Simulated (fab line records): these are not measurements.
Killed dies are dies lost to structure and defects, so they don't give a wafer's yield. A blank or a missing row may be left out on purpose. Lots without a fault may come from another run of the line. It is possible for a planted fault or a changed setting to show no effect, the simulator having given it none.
Split-lot trial	flow n5Finfet	39 wafers read from 7 lots, route of 1938 steps

## THE SPLIT ITSELF
At N5_BEOL_M14_TRENCH_ETCH_34 (etches SiO2 in C4F8/O2/Ar, target depth 556.65 nm, time 126.9 s), the setting timeS was moved away from the recipe's 126.9 s on 6 of the 39 wafers read, by -52.8% to +22.3%. For the rest of the wafers, this setting stayed at what the recipe calls for.

## FROM THE SPLIT TO THE READING: what the file shows between them, 10 steps
- N5_BEOL_M14_STRIP_70: strips in C4F8/O2/Ar
- N5_BEOL_M14_OCD_MEAS_35
- N5_BEOL_M14_STRIP_37: strips in O2
- N5_BEOL_M14_ETCH_38: etches SiCN in CF4/N2, target depth 106.5 nm, time 120.6 s
- N5_BEOL_M14_ECD_47: material Cu, target thk 1248 nm
- N5_BEOL_M14_ANNEAL_48: time 90 s
- N5_BEOL_M14_CMP_49: polishes, stops on SiO2, t overpolish 5.2 s, target thk 560 nm
- N5_BEOL_M14_THK_MEAS_50: measures by xrf
- N5_BEOL_M14_PRE_CLEAN_52: time 15 s
- N5_BEOL_M14_DEP_53: deposits SiCN from 3MS/NH3, target thk 50 nm, time 17.8 s

## THE READING
M14_RS, in ohm/sq, at N5_BEOL_M14_RS_MEAS_54 (measures by four-point-probe). A value of 0.0332 ohm/sq with a standard deviation of 0.00068 ohm/sq is what fault-free wafers of this fab line usually give.

wafer	tool, chamber at the split	timeS as run, s	against the recipe	M14_RS, ohm/sq	against lot-mates on the recipe
L075.1	rieDiel-04, 3	126.9	recipe	0.0321	-
L075.2	rieDiel-04, 2	126.9	recipe	0.0324	-
L075.3	rieDiel-04, 1	126.9	recipe	0.0334	-
L075.4	rieDiel-04, 0	126.9	recipe	0.0336	-
L075.5	rieDiel-04, 0	126.9	recipe	0.0339	-
L075.6	rieDiel-04, 3	126.9	recipe	0.0320	-
L077.1	rieDiel-02, 2	126.9	recipe	0.0326	-
L077.2	rieDiel-02, 0	126.9	recipe	0.0334	-
L077.3	rieDiel-02, 3	155.2	+22.3%	0.0266	-0.0064
L077.4	rieDiel-02, 1	155.2	+22.3%	0.0266	-0.0064
L077.5	rieDiel-02, 2	155.2	+22.3%	0.0265	-0.0065
L077.6	rieDiel-02, 1	126.9	recipe	0.0329	-
L074.1	rieDiel-04, 3	126.9	recipe	0.0327	-
L074.2	rieDiel-04, 0	126.9	recipe	0.0345	-
L074.3	rieDiel-04, 1	126.9	recipe	0.0334	-
L074.4	rieDiel-04, 2,3	126.9	recipe	0.0327	-
L074.5	rieDiel-04, 2,3	126.9	recipe	0.0328	-
L074.6	rieDiel-04, 0	126.9	recipe	0.0348	-
L078.1	rieDiel-05, 2	126.9	recipe	0.0327	-
L078.2	rieDiel-05, 1	59.86	-52.8%	0.0723	+0.0390
L078.3	rieDiel-05, 3	126.9	recipe	0.0331	-
L078.4	rieDiel-05, 0	126.9	recipe	0.0341	-
L078.5	rieDiel-05, 0	59.86	-52.8%	0.0733	+0.0400
L078.6	rieDiel-05, 1	59.86	-52.8%	0.0726	+0.0393
L079.2	rieDiel-02, 0	126.9	recipe	0.0330	-
L079.5	rieDiel-02, 2	126.9	recipe	0.0325	-
L079.6	rieDiel-02, 3	126.9	recipe	0.0329	-
L089.1	rieDiel-02, 0	126.9	recipe	0.0336	-
L089.2	rieDiel-02, 3	126.9	recipe	0.0334	-
L089.3	rieDiel-02, 2	126.9	recipe	0.0331	-
L089.4	rieDiel-02, 1	126.9	recipe	0.0335	-
L089.5	rieDiel-02, 1	126.9	recipe	0.0335	-
L089.6	rieDiel-02, 0	126.9	recipe	0.0335	-
L097.1	rieDiel-05, 2	126.9	recipe	0.0333	-
L097.2	rieDiel-05, 3	126.9	recipe	0.0335	-
L097.3	rieDiel-05, 0	126.9	recipe	0.0347	-
L097.4	rieDiel-05, 2	126.9	recipe	0.0334	-
L097.5	rieDiel-05, 3	126.9	recipe	0.0336	-
L097.6	rieDiel-05, 0	126.9	recipe	0.0345	-
Where a row lists several chambers, the file gives one row for several wafers and doesn't say which wafer went through which chamber.

FIT RESULTS
A straight line over all 39 wafers: M14_RS changes by -0.00067 ohm/sq for each +1% of timeS; r = -0.97; the points scatter about the line by 0.0025 ohm/sq.
The same after taking each lot's own level away (the mean of its wafers on the recipe; 39 wafers): -0.000668 ohm/sq for each +1%; r = -0.97; scatter 0.0026 ohm/sq.
The reading moves by 0.035 ohm/sq for the largest change in timeS, on that fit.
From 0.03280 to 0.03383 ohm/sq: that is the span of the lots' own levels, equal to 1.5 times the standard deviation above.
The two slopes are in agreement: the lot-to-lot level therefore moves the slope only a little.
Check: for one of the wafers moved furthest among these (-52.8%), held out of the fit, the line's prediction against its lot-mates is +0.0351 ohm/sq. Against them it came out at +0.039 ohm/sq.

## THE WHOLE CHAIN: every reading that the file lists as answering this split, in the file's order
step	what it does	reading	change (the file's fit)	r (the file's)
N5_BEOL_M14_TRENCH_ETCH_34	etches SiO2 in C4F8/O2/Ar, target depth 556.65 nm, time 126.9 s	etch.depthNm (the simulator's own value, which no gauge read)	+5.65 nm for each +1% of the setting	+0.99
N5_BEOL_M14_OCD_MEAS_35		trenchDepthNm	+5.65 nm for each +1% of the setting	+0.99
N5_BEOL_M14_CMP_49	polishes, stops on SiO2, t overpolish 5.2 s, target thk 560 nm	Cu_of_BEOL_M14_ECD_47.thkNm (the simulator's own value, which no gauge read)	+5.65 nm for each +1% of the setting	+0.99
N5_BEOL_M14_THK_MEAS_50	measures by xrf	M14_THK	+5.87 for each +1% of the setting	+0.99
N5_BEOL_M14_RS_MEAS_54	measures by four-point-probe	M14_RS	-0.000677 for each +1% of the setting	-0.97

## THE FILE'S OWN FIT
M14_RS changes by -0.000677 ohm/sq for each +1% of timeS, r = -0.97.
